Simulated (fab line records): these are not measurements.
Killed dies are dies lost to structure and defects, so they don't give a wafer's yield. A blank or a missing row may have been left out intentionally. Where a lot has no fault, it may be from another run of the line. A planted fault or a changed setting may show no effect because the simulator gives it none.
Lot-split experiment / flow n5Finfet / on a route of 1938 steps: 7 lots, 21 wafers read

== SPLIT DETAILS ==
At N5_BEOL_M11_ILD_DEP_00 (deposits SiCOH lowk from DEMS/porogen, target thk 308.51 nm, time 58 s), the setting tempC was moved away from the recipe's 300 C on 9 of the 21 wafers read, by -2.0% to +1.6%. All remaining wafers had this setting at the recipe value.

== THE PATH FROM SPLIT TO READING: the file shows 1 step between them ==
- N5_BEOL_M11_CURE_71: cures SiCOH lowk, time 240 s

== THE READING ==
Values of M11_ILD_THK in nm from N5_BEOL_M11_THK_MEAS_01. A value of 268 nm with a standard deviation of 3.1 nm is what fault-free wafers of this fab line usually give.

wafer=L075.1; tool, chamber at the split=pecvd-01, 2; tempC as run, C=300; against the recipe=recipe; M11_ILD_THK, nm=265; against lot-mates on the recipe=-
wafer=L075.4; tool, chamber at the split=pecvd-01, 0; tempC as run, C=300; against the recipe=recipe; M11_ILD_THK, nm=265; against lot-mates on the recipe=-
wafer=L075.5; tool, chamber at the split=pecvd-01, 2; tempC as run, C=298; against the recipe=-0.7%; M11_ILD_THK, nm=271; against lot-mates on the recipe=+6
wafer=L076.1; tool, chamber at the split=pecvd-02, 2; tempC as run, C=300; against the recipe=recipe; M11_ILD_THK, nm=272; against lot-mates on the recipe=-
wafer=L076.4; tool, chamber at the split=pecvd-02, 0; tempC as run, C=300; against the recipe=recipe; M11_ILD_THK, nm=272; against lot-mates on the recipe=-
wafer=L076.5; tool, chamber at the split=pecvd-02, 1; tempC as run, C=304.9; against the recipe=+1.6%; M11_ILD_THK, nm=261; against lot-mates on the recipe=-11
wafer=L084.1; tool, chamber at the split=pecvd-01, 2; tempC as run, C=302.4; against the recipe=+0.8%; M11_ILD_THK, nm=258; against lot-mates on the recipe=-10
wafer=L084.4; tool, chamber at the split=pecvd-01, 0; tempC as run, C=302.4; against the recipe=+0.8%; M11_ILD_THK, nm=267; against lot-mates on the recipe=-1
wafer=L084.5; tool, chamber at the split=pecvd-01, 1; tempC as run, C=300; against the recipe=recipe; M11_ILD_THK, nm=268; against lot-mates on the recipe=-
wafer=L091.3; tool, chamber at the split=pecvd-04, 2; tempC as run, C=300; against the recipe=recipe; M11_ILD_THK, nm=264; against lot-mates on the recipe=-
wafer=L091.4; tool, chamber at the split=pecvd-04, 0; tempC as run, C=300; against the recipe=recipe; M11_ILD_THK, nm=274; against lot-mates on the recipe=-
wafer=L091.5; tool, chamber at the split=pecvd-04, 1; tempC as run, C=300; against the recipe=recipe; M11_ILD_THK, nm=273; against lot-mates on the recipe=-
wafer=L094.1; tool, chamber at the split=pecvd-01, 0; tempC as run, C=304.9; against the recipe=+1.6%; M11_ILD_THK, nm=261; against lot-mates on the recipe=-14
wafer=L094.4; tool, chamber at the split=pecvd-01, 1; tempC as run, C=304.9; against the recipe=+1.6%; M11_ILD_THK, nm=266; against lot-mates on the recipe=-9
wafer=L094.6; tool, chamber at the split=pecvd-01, 0; tempC as run, C=300; against the recipe=recipe; M11_ILD_THK, nm=275; against lot-mates on the recipe=-
wafer=L097.1; tool, chamber at the split=pecvd-02, 1; tempC as run, C=300; against the recipe=recipe; M11_ILD_THK, nm=266; against lot-mates on the recipe=-
wafer=L097.2; tool, chamber at the split=pecvd-02, 2; tempC as run, C=300; against the recipe=recipe; M11_ILD_THK, nm=271; against lot-mates on the recipe=-
wafer=L097.3; tool, chamber at the split=pecvd-02, 0; tempC as run, C=304.8; against the recipe=+1.6%; M11_ILD_THK, nm=258; against lot-mates on the recipe=-10
wafer=L095.1; tool, chamber at the split=pecvd-02, 2; tempC as run, C=294.1; against the recipe=-2.0%; M11_ILD_THK, nm=274; against lot-mates on the recipe=+11
wafer=L095.2; tool, chamber at the split=pecvd-02, 0; tempC as run, C=300; against the recipe=recipe; M11_ILD_THK, nm=263; against lot-mates on the recipe=-
wafer=L095.5; tool, chamber at the split=pecvd-02, 0; tempC as run, C=294.1; against the recipe=-2.0%; M11_ILD_THK, nm=278; against lot-mates on the recipe=+15

THE FIT
A straight line over all 21 wafers: M11_ILD_THK changes by -4.29 nm for each +1% of tempC; r = -0.74; the points scatter about the line by 4 nm.
The same after taking each lot's own level away (the mean of its wafers on the recipe; 21 wafers): -6.81 nm for each +1%; r = -0.93; scatter 2.7 nm.
According to that fit, moving tempC by its largest amount changes the reading by 13 nm.
From 263.0 to 275.0 nm: that is the span of the lots' own levels, equal to 3.9 times the standard deviation above.
So the lot-to-lot level blurs the effect unless lot-mates are compared.
Check: with one of the wafers moved furthest among these (-2.0%) left out of the fit, the line predicts +14.3 nm for it against its lot-mates. Against them it came out at +11 nm.

== OTHER SPLITS ON THESE WAFERS ==
Note: prior to the reading, these wafers also went through further splits. Each is held against what the fit with the lots' levels taken away leaves over:
other split on the same wafers=N5_BEOL_M7_ILD_DEP_00 timeS; wafers away from the commonest value=9; r with M11_ILD_THK (lot level and that fit taken away)=-0.05
other split on the same wafers=N5_BEOL_M7_DESCUM_33 timeS; wafers away from the commonest value=9; r with M11_ILD_THK (lot level and that fit taken away)=+0.16
other split on the same wafers=N5_BEOL_M8_COAT_59 spinRpm; wafers away from the commonest value=7; r with M11_ILD_THK (lot level and that fit taken away)=-0.32
other split on the same wafers=N5_BEOL_M8_DESCUM_16 timeS; wafers away from the commonest value=5; r with M11_ILD_THK (lot level and that fit taken away)=-0.24
other split on the same wafers=N5_BEOL_M9_COAT_60 spinRpm; wafers away from the commonest value=5; r with M11_ILD_THK (lot level and that fit taken away)=-0.03
other split on the same wafers=N5_BEOL_M9_ETCH_62 sourceW; wafers away from the commonest value=7; r with M11_ILD_THK (lot level and that fit taken away)=-0.01

== THE WHOLE CHAIN: every reading that the file lists as answering this split, in the file's order ==
step=N5_BEOL_M11_ILD_DEP_00; what it does=deposits SiCOH lowk from DEMS/porogen, target thk 308.51 nm, time 58 s; reading=SiCOH_lowk_of_BEOL_M11_ILD_DEP_00.thkNm (the simulator's own value, which no gauge read); change (the file's fit)=-7.64 nm for each +1% of the setting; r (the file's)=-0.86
step=N5_BEOL_M11_CURE_71; what it does=cures SiCOH lowk, time 240 s; reading=SiCOH_lowk_of_BEOL_M11_ILD_DEP_00.thkNm (the simulator's own value, which no gauge read); change (the file's fit)=-6.72 nm for each +1% of the setting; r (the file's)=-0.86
step=N5_BEOL_M11_THK_MEAS_01; what it does=; reading=M11_ILD_THK; change (the file's fit)=-6.75 for each +1% of the setting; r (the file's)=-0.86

== THE FILE'S OWN FIT ==
M11_ILD_THK changes by -6.75 nm for each +1% of tempC, r = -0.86.
